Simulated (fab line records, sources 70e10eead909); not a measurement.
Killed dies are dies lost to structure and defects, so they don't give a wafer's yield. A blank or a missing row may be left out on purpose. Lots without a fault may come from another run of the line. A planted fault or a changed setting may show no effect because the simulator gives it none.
Which tool did it? | flow nand_harc | 24 lots, 72 wafers sampled, at 6 steps of a route of 1302

WHAT THE GAUGES READ, wafer by wafer
NHARC_P_M2_OVL_MEAS_10: pitch 340 nm. Usual: overlay_x_nm 0.1 nm, standard deviation 0.68; overlay_y_nm -0.1 nm, standard deviation 0.64.
lot  | measured     | on         | overlay_x_nm (nm) | overlay_y_nm (nm) | flag
L074 | day 6 03:52  | overlay-02 | -0.6 0.0 -0.3     | 0.0 0.1 -0.3      |
L075 | day 6 21:27  | overlay-01 | 0.2 0.7 0.2       | 1.3 1.2 0.9       |
L076 | day 7 06:31  | overlay-01 | 1.3 1.1 1.7       | 0.1 0.2 0.6       |
L077 | day 7 10:37  | overlay-02 | 0.1 0.4 0.0       | 0.0 -0.6 0.2      |
L078 | day 8 04:24  | overlay-01 | -0.5 -0.2 -0.2    | -1.0 -1.0 -1.0    |
L079 | day 8 09:04  | overlay-02 | 1.4 1.3 1.4       | -0.1 0.1 -0.5     |
L080 | day 8 23:03  | overlay-01 | -0.8 -0.9 -1.2    | -0.1 0.2 0.3      |
L081 | day 9 02:16  | overlay-01 | -1.3 -1.1 -1.2    | -0.8 -0.1 -0.5    |
L082 | day 9 17:25  | overlay-01 | 0.9 0.3 0.2       | 0.4 0.7 0.2       |
L083 | day 9 23:45  | overlay-01 | -0.6 -0.9 -0.2    | -2.1 -2.3 -1.3    |
L084 | day 10 19:02 | overlay-01 | 0.5 0.8 0.2       | 0.0 -0.7 0.0      |
L085 | day 10 21:40 | overlay-01 | 0.0 -0.3 -0.2     | 0.4 0.0 0.4       |
L086 | day 11 15:09 | overlay-02 | -0.1 -0.2 -0.1    | -0.6 -1.3 -0.7    |
L087 | day 11 21:09 | overlay-02 | 0.9 1.2 1.5       | 0.3 0.1 0.1       |
L089 | day 12 14:39 | overlay-02 | 1.0 0.2 0.7       | 0.3 -0.1 0.3      |
L088 | day 12 14:22 | overlay-01 | 0.0 -0.2 -0.1     | 0.1 0.4 0.2       |
L090 | day 13 04:07 | overlay-02 | -0.1 -0.2 -0.3    | 0.3 -0.1 0.7      |
L091 | day 13 09:43 | overlay-02 | -0.6 -0.7 -0.9    | 1.2 0.8 0.6       |
L092 | day 14 00:12 | overlay-02 | -0.7 -0.7 -1.0    | -0.2 -0.4 -0.9    |
L093 | day 14 14:17 | overlay-01 | 0.3 0.5 0.2       | -0.4 -0.7 -0.8    |
L094 | day 14 17:46 | overlay-01 | 0.5 0.7 -0.2      | -1.0 -1.1 -1.1    |
L095 | day 14 22:04 | overlay-02 | 1.1 1.1 -0.2      | -0.2 -0.2 -0.5    |
L096 | day 15 14:07 | overlay-01 | 0.3 0.1 0.1       | -0.5 -0.7 -0.3    |
L097 | day 15 18:31 | overlay-01 | 0.5 -0.1 0.6      | -0.8 0.1 -0.3     |

WHICH TOOL RAN EACH LOT (tool, then ch and the chambers of the sampled wafers, then the start)
lot  | NHARC_P_GATE_DESCUM_48             | NHARC_P_GATE_RTA_64              | NHARC_P_CONTACT_CMP_01        | NHARC_P_M1_ANNEAL_31             | NHARC_P_M1_PRE_CLEAN_32
L074 | rie_diel-11 ch 0,2,3, day 5 06:55  | rtp_anneal-02 ch 0, day 5 11:58  | cmp-02 ch 1,2,3, day 5 13:58  | rtp_anneal-01 ch 0, day 6 00:56  | pecvd-04 ch 0,1,2, day 6 01:43
L075 | rie_diel-11 ch 0,1,3, day 6 00:37  | rtp_anneal-02 ch 0, day 6 06:02  | cmp-03 ch 0,2,3, day 6 08:20  | rtp_anneal-01 ch 0, day 6 19:10  | pecvd-04 ch 1,2, day 6 20:04
L076 | rie_diel-11 ch 0,3, day 6 10:19    | rtp_anneal-01 ch 0, day 6 15:28  | cmp-01 ch 0,1, day 6 17:31    | rtp_anneal-02 ch 0, day 7 04:20  | pecvd-02 ch 0,1, day 7 05:14
L077 | rie_diel-11 ch 0,2, day 6 14:01    | rtp_anneal-02 ch 0, day 6 19:13  | cmp-03 ch 0,1,3, day 6 21:21  | rtp_anneal-01 ch 0, day 7 08:18  | pecvd-02 ch 0,1,2, day 7 09:11
L078 | rie_diel-07 ch 0,2,3, day 7 07:52  | rtp_anneal-02 ch 0, day 7 13:10  | cmp-03 ch 0,1, day 7 15:13    | rtp_anneal-02 ch 0, day 8 02:05  | pecvd-04 ch 0,1,2, day 8 02:59
L079 | rie_diel-07 ch 0,1,2, day 7 12:25  | rtp_anneal-02 ch 0, day 7 17:16  | cmp-01 ch 0,1,3, day 7 19:18  | rtp_anneal-02 ch 0, day 8 06:53  | pecvd-01 ch 0,1,2, day 8 07:47
L080 | rie_diel-07 ch 1,2,3, day 8 02:38  | rtp_anneal-01 ch 0, day 8 07:38  | cmp-02 ch 0,3, day 8 09:53    | rtp_anneal-02 ch 0, day 8 20:48  | pecvd-04 ch 0,1,2, day 8 21:38
L081 | rie_diel-07 ch 1,3, day 8 05:36    | rtp_anneal-02 ch 0, day 8 10:41  | cmp-01 ch 0,1,2, day 8 12:47  | rtp_anneal-01 ch 0, day 9 00:04  | pecvd-02 ch 1,2, day 9 00:59
L082 | rie_diel-07 ch 1,2,3, day 8 20:55  | rtp_anneal-02 ch 0, day 9 02:07  | cmp-03 ch 0,1,2, day 9 04:10  | rtp_anneal-02 ch 0, day 9 15:10  | pecvd-01 ch 0,2, day 9 16:00
L083 | rie_diel-07 ch 0,1,3, day 9 03:17  | rtp_anneal-02 ch 0, day 9 08:19  | cmp-02 ch 0,1,2, day 9 10:22  | rtp_anneal-01 ch 0, day 9 21:35  | pecvd-02 ch 0,2, day 9 22:28
L084 | rie_diel-11 ch 2,3, day 9 22:47    | rtp_anneal-01 ch 0, day 10 03:48 | cmp-03 ch 0,1,2, day 10 05:54 | rtp_anneal-02 ch 0, day 10 16:55 | pecvd-04 ch 1,2, day 10 17:44
L085 | rie_diel-07 ch 0,1,3, day 10 01:13 | rtp_anneal-02 ch 0, day 10 06:24 | cmp-03 ch 0,1,3, day 10 08:28 | rtp_anneal-02 ch 0, day 10 19:26 | pecvd-04 ch 0,1,2, day 10 20:16
L086 | rie_diel-06 ch 0,1, day 10 14:53   | rtp_anneal-01 ch 0, day 10 19:55 | cmp-03 ch 2,3, day 10 22:05   | rtp_anneal-01 ch 0, day 11 12:44 | pecvd-02 ch 0,2, day 11 13:35
L087 | rie_diel-06 ch 0,1,3, day 11 00:30 | rtp_anneal-01 ch 0, day 11 05:41 | cmp-03 ch 0,3, day 11 07:45   | rtp_anneal-02 ch 0, day 11 18:50 | pecvd-01 ch 0,1,2, day 11 19:44
L089 | rie_diel-07 ch 1,3, day 11 16:16   | rtp_anneal-02 ch 0, day 11 23:06 | cmp-03 ch 0,2,3, day 12 01:10 | rtp_anneal-01 ch 0, day 12 12:22 | pecvd-02 ch 0,1,2, day 12 13:15
L088 | rie_diel-06 ch 1,2,3, day 11 17:41 | rtp_anneal-01 ch 0, day 11 22:41 | cmp-03 ch 0,1,2, day 12 00:46 | rtp_anneal-01 ch 0, day 12 12:01 | pecvd-02 ch 0,1, day 12 12:48
L090 | rie_diel-06 ch 1,2,3, day 12 07:04 | rtp_anneal-02 ch 0, day 12 12:30 | cmp-01 ch 1,2,3, day 12 14:45 | rtp_anneal-01 ch 0, day 13 01:49 | pecvd-02 ch 0,1, day 13 02:43
L091 | rie_diel-06 ch 0,1,2, day 12 13:23 | rtp_anneal-02 ch 0, day 12 18:17 | cmp-03 ch 1,2,3, day 12 20:19 | rtp_anneal-02 ch 0, day 13 07:25 | pecvd-04 ch 0,2, day 13 08:17
L092 | rie_diel-07 ch 0,2,3, day 13 03:42 | rtp_anneal-02 ch 0, day 13 08:46 | cmp-01 ch 0,1,3, day 13 11:01 | rtp_anneal-01 ch 0, day 13 22:04 | pecvd-02 ch 0,2, day 13 22:53
L093 | rie_diel-11 ch 0,3, day 13 17:01   | rtp_anneal-02 ch 0, day 13 22:11 | cmp-02 ch 1,2, day 14 00:11   | rtp_anneal-02 ch 0, day 14 12:03 | pecvd-02 ch 0,1, day 14 12:54
L094 | rie_diel-07 ch 2,3, day 13 21:08   | rtp_anneal-02 ch 0, day 14 02:16 | cmp-01 ch 0,2,3, day 14 04:17 | rtp_anneal-02 ch 0, day 14 15:31 | pecvd-04 ch 0,2, day 14 16:25
L095 | rie_diel-11 ch 0,3, day 14 01:53   | rtp_anneal-01 ch 0, day 14 06:57 | cmp-01 ch 0,1,2, day 14 08:59 | rtp_anneal-02 ch 0, day 14 19:46 | pecvd-04 ch 0,1,2, day 14 20:40
L096 | rie_diel-11 ch 0,1,3, day 14 17:34 | rtp_anneal-02 ch 0, day 14 22:48 | cmp-01 ch 1,2,3, day 15 00:50 | rtp_anneal-01 ch 0, day 15 11:57 | pecvd-02 ch 0,1,2, day 15 12:50
L097 | rie_diel-11 ch 0,1,2, day 14 21:47 | rtp_anneal-02 ch 0, day 15 02:47 | cmp-02 ch 1,2,3, day 15 04:49 | rtp_anneal-02 ch 0, day 15 16:13 | pecvd-02 ch 0,1,2, day 15 17:07
- NHARC_P_GATE_DESCUM_48: chemistry O2, time 3 s.
- NHARC_P_GATE_RTA_64: time 1 s.
- NHARC_P_CONTACT_CMP_01: polishes SiO2, target thk 200 nm.
- NHARC_P_M1_ANNEAL_31: time 90 s.
- NHARC_P_M1_PRE_CLEAN_32: time 12 s.

WHAT THE TOOLS THEMSELVES READ (means of the sampled wafers that have a number; where no wafer has one, the mark that the record gives instead)
NHARC_P_GATE_DESCUM_48. Usual: drypump_motor_current_A 5.7 A, standard deviation 0.5; mfc_ar_sccm 0.006 sccm, standard deviation 0.0094; o2_flow_sccm 200.1 sccm, standard deviation 0.61; oes_product_au 1.000 a.u., standard deviation 0.0088; rf_vpp_V 57.8 V, standard deviation 0.99; showerhead_plenum_p_Torr 1.89 Torr, standard deviation 0.087; throttle_valve_pct 11.310 %, standard deviation 0.0087.
lot  | tool        | drypump_motor_current_A (A) | mfc_ar_sccm (sccm) | o2_flow_sccm (sccm) | oes_product_au (a.u.) | rf_vpp_V (V) | showerhead_plenum_p_Torr (Torr) | throttle_valve_pct (%) | flag
L074 | rie_diel-11 | 5.7                         | 0.009              | 199.8               | 1.010                 | 57.5         | 1.83                            | 11.311                 |
L075 | rie_diel-11 | 5.5                         | 0.011              | 199.8               | 0.997                 | 57.7         | 1.85                            | 11.316                 |
L076 | rie_diel-11 | 5.2                         | 0.016              | 200.2               | 0.997                 | 56.8         | 1.82                            | 11.315                 |
L077 | rie_diel-11 | 6.0                         | 0.003              | 200.3               | 1.003                 | 57.8         | 1.82                            | 11.317                 |
L078 | rie_diel-07 | 6.0                         | 0.000              | 200.3               | 1.008                 | 57.6         | 1.96                            | 11.300                 |
L079 | rie_diel-07 | 5.8                         | 0.000              | 200.4               | 1.006                 | 58.4         | 1.95                            | 11.314                 |
L080 | rie_diel-07 | 5.6                         | 0.000              | 200.5               | 0.997                 | 58.5         | 1.89                            | 11.316                 |
L081 | rie_diel-07 | 5.9                         | 0.000              | 201.0               | 0.995                 | 57.3         | 1.81                            | 11.305                 |
L082 | rie_diel-07 | 5.7                         | 0.000              | 200.0               | 0.996                 | 57.9         | 1.89                            | 11.307                 |
L083 | rie_diel-07 | 6.0                         | 0.000              | 199.8               | 1.000                 | 57.7         | 1.87                            | 11.315                 |
L084 | rie_diel-11 | 5.4                         | 0.015              | 199.9               | 0.999                 | 58.4         | 1.83                            | 11.305                 |
L085 | rie_diel-07 | 6.0                         | 0.000              | 200.1               | 1.002                 | 58.2         | 1.87                            | 11.314                 |
L086 | rie_diel-06 | 5.7                         | 0.025              | 199.2               | 1.009                 | 57.2         | 1.91                            | 11.308                 |
L087 | rie_diel-06 | 5.6                         | 0.017              | 200.0               | 1.000                 | 58.6         | 1.93                            | 11.313                 |
L089 | rie_diel-07 | 5.6                         | 0.000              | 200.1               | 1.001                 | 57.6         | 1.81                            | 11.308                 |
L088 | rie_diel-06 | 5.5                         | 0.008              | 199.7               | 1.003                 | 56.8         | 1.90                            | 11.306                 |
L090 | rie_diel-06 | 5.5                         | 0.008              | 200.1               | 0.999                 | 58.1         | 1.90                            | 11.314                 |
L091 | rie_diel-06 | 5.6                         | 0.017              | 199.9               | 1.008                 | 57.3         | 1.87                            | 11.310                 |
L092 | rie_diel-07 | 6.0                         | 0.000              | 200.5               | 1.007                 | 58.2         | 1.95                            | 11.313                 |
L093 | rie_diel-11 | 5.6                         | 0.011              | 199.9               | 1.002                 | 57.2         | 1.81                            | 11.300                 |
L094 | rie_diel-07 | 5.7                         | 0.000              | 200.3               | 0.998                 | 58.9         | 1.97                            | 11.306                 |
L095 | rie_diel-11 | 5.6                         | 0.011              | 200.4               | 1.000                 | 57.6         | 1.81                            | 11.310                 |
L096 | rie_diel-11 | 5.5                         | 0.011              | 200.1               | 0.997                 | 57.2         | 1.84                            | 11.315                 |
L097 | rie_diel-11 | 5.9                         | 0.003              | 200.4               | 0.993                 | 57.7         | 1.86                            | 11.306                 |

NHARC_P_GATE_RTA_64. Usual: lamp_power_pct 36.1 %, standard deviation 1.4; lamp_zone_1_pct 36.1 %, standard deviation 1.4; lamp_zone_6_pct 36.1 %, standard deviation 1.4; wafer_temp_C_max 1056.8, standard deviation 1.3.
lot  | tool          | lamp_power_pct (%) | lamp_zone_1_pct (%) | lamp_zone_6_pct (%) | wafer_temp_C_max | flag
L074 | rtp_anneal-02 | 37.1               | 37.1                | 37.0                | 1058.0           |
L075 | rtp_anneal-02 | 37.1               | 37.0                | 37.1                | 1056.7           |
L076 | rtp_anneal-01 | 33.9               | 33.9                | 33.9                | 1057.1           |
L077 | rtp_anneal-02 | 37.1               | 37.0                | 37.0                | 1056.2           |
L078 | rtp_anneal-02 | 37.0               | 37.1                | 37.0                | 1056.9           |
L079 | rtp_anneal-02 | 37.1               | 37.0                | 37.0                | 1057.7           |
L080 | rtp_anneal-01 | 33.9               | 34.0                | 33.9                | 1055.1           |
L081 | rtp_anneal-02 | 37.0               | 37.0                | 37.0                | 1056.3           |
L082 | rtp_anneal-02 | 37.0               | 37.0                | 36.9                | 1058.5           |
L083 | rtp_anneal-02 | 37.0               | 37.0                | 36.9                | 1056.9           |
L084 | rtp_anneal-01 | 34.0               | 33.9                | 33.9                | 1056.8           |
L085 | rtp_anneal-02 | 37.0               | 37.0                | 36.9                | 1058.4           |
L086 | rtp_anneal-01 | 33.9               | 34.0                | 33.9                | 1056.4           |
L087 | rtp_anneal-01 | 33.9               | 34.0                | 33.9                | 1055.8           |
L089 | rtp_anneal-02 | 37.0               | 37.1                | 37.0                | 1056.8           |
L088 | rtp_anneal-01 | 34.0               | 34.0                | 33.9                | 1056.2           |
L090 | rtp_anneal-02 | 37.0               | 37.1                | 37.0                | 1056.3           |
L091 | rtp_anneal-02 | 37.1               | 37.0                | 37.0                | 1058.1           |
L092 | rtp_anneal-02 | 37.0               | 37.1                | 37.0                | 1056.4           |
L093 | rtp_anneal-02 | 37.1               | 37.1                | 37.0                | 1055.8           |
L094 | rtp_anneal-02 | 37.1               | 37.0                | 37.0                | 1056.6           |
L095 | rtp_anneal-01 | 34.0               | 34.0                | 33.9                | 1057.2           |
L096 | rtp_anneal-02 | 37.0               | 37.0                | 37.0                | 1057.2           |
L097 | rtp_anneal-02 | 37.1               | 37.0                | 37.0                | 1057.2           |

NHARC_P_CONTACT_CMP_01. Usual: motor_current_A 12.3 A, standard deviation 0.8; slurry_flow_ml_min 150.0, standard deviation 0.46.
lot  | tool   | motor_current_A (A) | slurry_flow_ml_min | flag
L074 | cmp-02 | 12.9                | 150.1              |
L075 | cmp-03 | 12.7                | 149.9              |
L076 | cmp-01 | 11.8                | 149.8              |
L077 | cmp-03 | 12.5                | 150.6              |
L078 | cmp-03 | 13.2                | 149.7              |
L079 | cmp-01 | 12.3                | 150.1              |
L080 | cmp-02 | 13.5                | 149.6              |
L081 | cmp-01 | 11.8                | 149.8              |
L082 | cmp-03 | 12.3                | 150.0              |
L083 | cmp-02 | 12.3                | 149.8              |
L084 | cmp-03 | 12.3                | 149.7              |
L085 | cmp-03 | 12.6                | 150.1              |
L086 | cmp-03 | 12.5                | 149.8              |
L087 | cmp-03 | 12.5                | 149.9              |
L089 | cmp-03 | 12.4                | 149.7              |
L088 | cmp-03 | 12.4                | 150.2              |
L090 | cmp-01 | 11.9                | 150.6              |
L091 | cmp-03 | 12.3                | 150.0              |
L092 | cmp-01 | 12.0                | 150.0              |
L093 | cmp-02 | 11.8                | 150.2              |
L094 | cmp-01 | 11.9                | 149.9              |
L095 | cmp-01 | 11.9                | 149.5              |
L096 | cmp-01 | 11.6                | 149.5              |
L097 | cmp-02 | 12.8                | 149.9              |

NHARC_P_M1_ANNEAL_31. Usual: wafer_temp_C_max 226.5, standard deviation 0.34.
lot  | tool          | wafer_temp_C_max | flag
L074 | rtp_anneal-01 | 226.7            |
L075 | rtp_anneal-01 | 226.3            |
L076 | rtp_anneal-02 | 226.4            |
L077 | rtp_anneal-01 | 226.4            |
L078 | rtp_anneal-02 | 227.1            |
L079 | rtp_anneal-02 | 226.2            |
L080 | rtp_anneal-02 | 226.4            |
L081 | rtp_anneal-01 | 226.5            |
L082 | rtp_anneal-02 | 226.7            |
L083 | rtp_anneal-01 | 226.2            |
L084 | rtp_anneal-02 | 226.2            |
L085 | rtp_anneal-02 | 226.6            |
L086 | rtp_anneal-01 | 226.2            |
L087 | rtp_anneal-02 | 226.8            |
L089 | rtp_anneal-01 | 226.1            |
L088 | rtp_anneal-01 | 226.8            |
L090 | rtp_anneal-01 | 226.3            |
L091 | rtp_anneal-02 | 226.6            |
L092 | rtp_anneal-01 | 226.7            |
L093 | rtp_anneal-02 | 226.3            |
L094 | rtp_anneal-02 | 226.7            |
L095 | rtp_anneal-02 | 226.9            |
L096 | rtp_anneal-01 | 226.5            |
L097 | rtp_anneal-02 | 226.6            |

NHARC_P_M1_PRE_CLEAN_32. Usual: heater_power_outer_w 342 W, standard deviation 50; heater_power_w 607 W, standard deviation 77.
lot  | tool     | heater_power_outer_w (W) | heater_power_w (W) | flag
L074 | pecvd-04 | 318                      | 585                |
L075 | pecvd-04 | 277                      | 517                |
L076 | pecvd-02 | 379                      | 645                |
L077 | pecvd-02 | 367                      | 651                |
L078 | pecvd-04 | 310                      | 580                |
L079 | pecvd-01 | 369                      | 628                |
L080 | pecvd-04 | 305                      | 573                |
L081 | pecvd-02 | 346                      | 602                |
L082 | pecvd-01 | 412                      | 673                |
L083 | pecvd-02 | 353                      | 618                |
L084 | pecvd-04 | 275                      | 513                |
L085 | pecvd-04 | 319                      | 580                |
L086 | pecvd-02 | 352                      | 614                |
L087 | pecvd-01 | 374                      | 625                |
L089 | pecvd-02 | 358                      | 623                |
L088 | pecvd-02 | 357                      | 620                |
L090 | pecvd-02 | 358                      | 633                |
L091 | pecvd-04 | 361                      | 662                |
L092 | pecvd-02 | 356                      | 629                |
L093 | pecvd-02 | 363                      | 629                |
L094 | pecvd-04 | 332                      | 635                |
L095 | pecvd-04 | 342                      | 617                |
L096 | pecvd-02 | 330                      | 590                |
L097 | pecvd-02 | 356                      | 622                |

THE ANSWER, worked out from the rows above alone
Rule: a lot is off if the mean of its wafers that have a number lies more than 3 standard deviations from the usual mean. A lot without any number at a reading at which 4 lots or more have one is off too. The other lots that the step has rows for count as sound. The gauges are gone through in route order, then the tools' own readings, and for those a lot's mean is taken as printed above. The first step at which some lot is off is used, and at that step the reading that is off furthest; a lot without a number counts as furthest.
No lot is off at any reading shown: from this, nothing can be told.

WHAT THE SIMULATOR HAD PUT IN
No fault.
